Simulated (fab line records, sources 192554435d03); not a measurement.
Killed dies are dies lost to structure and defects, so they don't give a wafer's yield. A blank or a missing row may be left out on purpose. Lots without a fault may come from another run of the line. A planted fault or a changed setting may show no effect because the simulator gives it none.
A struck lot beside a sound one | flow n5_finfet | 17 steps out of a route of 1938
Sound: wafers L261.1, L261.3, L261.6. Struck: wafer L274.4. (L274.2 of the same lot was not struck and is left out.) The cause comes at the end.
At each step with rows: each side's tool, then ch and its chambers, then its first start. Under that, the readings that differ: sound wafers | struck wafers | difference of the means | sigmas: that difference in standard deviations of wafers without a fault.
alike: readings whose means differ by less than 2 such deviations, and words and numbers that are the same on both sides. not compared: withheld readings, readings that some wafer has no value for, bounds like >300 that may hide the same value, and numbers for which the record gives no deviation and whose values overlap.
The two part at a step that has a row with sigmas, a row that says differs or no value, or rows on one side only. Numbers that don't overlap but have no deviation are shown without sigmas and don't part them. A reading that every wafer of one side lacks parts them only if that side has two wafers or more.

first, 4 steps without rows for these wafers: N5_BEOL_M10_HM_STRIP_39 (strips TiN in peroxide tin strip, target depth 25 nm, time 158 s); N5_BEOL_M10_SRD_40 (time 30 s); N5_BEOL_M10_PRECLEAN_42 (cleans in residue remover, time 60 s); N5_BEOL_M10_SRD_43 (time 30 s).
N5_BEOL_M10_CD_MEAS_35: target cd 70 nm.
  sound on cd_sem-03, day 11 16:56; struck on cd_sem-03, day 15 11:44
  alike: cd_nm
then, 1 step without rows for these wafers: N5_BEOL_M10_CURE_72 (cures SiCOH lowk, time 120 s).
N5_BEOL_M10_DEGAS_44: time 60 s.
  sound on pvd_sputter-02, day 11 17:40; struck on pvd_sputter-01, day 15 12:06
  reading            | sound       | struck | difference | sigmas
  heater_power_w (W) | 287 323 278 | 385    | +89        | +2
N5_BEOL_M10_PRE_CLEAN_45: time 30 s.
  sound on pvd_sputter-02, day 11 17:42; struck on pvd_sputter-01, day 15 12:08
  reading            | sound       | struck | difference | sigmas
  heater_power_w (W) | 279 313 281 | 386    | +95        | +2
N5_BEOL_M10_ALD_74: deposits TaN, target thk 2 nm, pulse time 2 s, purge time 3 s.
  sound on ald_metal-02 ch 1,2, day 11 17:47; struck on ald_metal-03 ch 1, day 15 12:14
  alike: heater_power_w
then, 2 steps without rows for these wafers: N5_BEOL_M10_SURFACE_TREAT_76; N5_BEOL_M10_CVD_75 (deposits Co from CCTBA/H2, target thk 2 nm, time 138.9 s).
N5_BEOL_M10_SPUTTER_48: material Cu, target thk 12 nm, time 2 s.
  sound on pvd_sputter-01, day 11 19:09; struck on pvd_sputter-01, day 15 14:20
  alike: cathode_dc_power_W, throttle_valve_pct
N5_BEOL_M10_ECD_50: material Cu, target thk 318 nm.
  sound on ecd_cu-02 ch 0,1, day 11 19:16; struck on ecd_cu-01 ch 1, day 15 14:26
  reading                                 | sound             | struck | difference | sigmas
  model.Cu_of_BEOL_M10_ECD_50.thk_nm (nm) | 314.8 314.6 315.6 | 443.2  | +128.2     |
N5_BEOL_M10_ANNEAL_51: time 90 s.
  sound on rtp_anneal-02 ch 0, day 11 19:28; struck on rtp_anneal-02 ch 0, day 15 14:36
  alike: wafer_temp_C_max
N5_BEOL_M10_CMP_52: polishes, stops on SiCOH lowk, t overpolish 7 s, target thk 140 nm.
  sound on cmp-04 ch 0,1, day 11 19:46; struck on cmp-03 ch 3, day 15 15:02
  reading                | sound    | struck | difference | sigmas
  time_to_endpoint_s (s) | 64 63 65 | 86     | +22        | +7
  alike: clearing_platen_down_force_psi, head_pressure_psi, motor_current_A, slurry_flow_ml_min
N5_BEOL_M10_THK_MEAS_53: measures by xrf.
  sound on film_metro-02, day 11 20:03; struck on film_metro-02, day 15 15:16
  alike: M10_THK
-- the record jumps here: 2 days lie between the struck wafers' starts before and after (it left off in module BEOL_M10 and takes up again in module PASSIVATION, whose first step shown is number 1936 of the route) --
N5_PASSIVATION_PROBE_49:
  the record has rows for the struck wafers here (prober-02, day 17 20:46) and none for the sound ones

WHERE THEY PART
First at N5_BEOL_M10_DEGAS_44; last, within this record, at N5_PASSIVATION_PROBE_49.

WHY: what the simulator had put in
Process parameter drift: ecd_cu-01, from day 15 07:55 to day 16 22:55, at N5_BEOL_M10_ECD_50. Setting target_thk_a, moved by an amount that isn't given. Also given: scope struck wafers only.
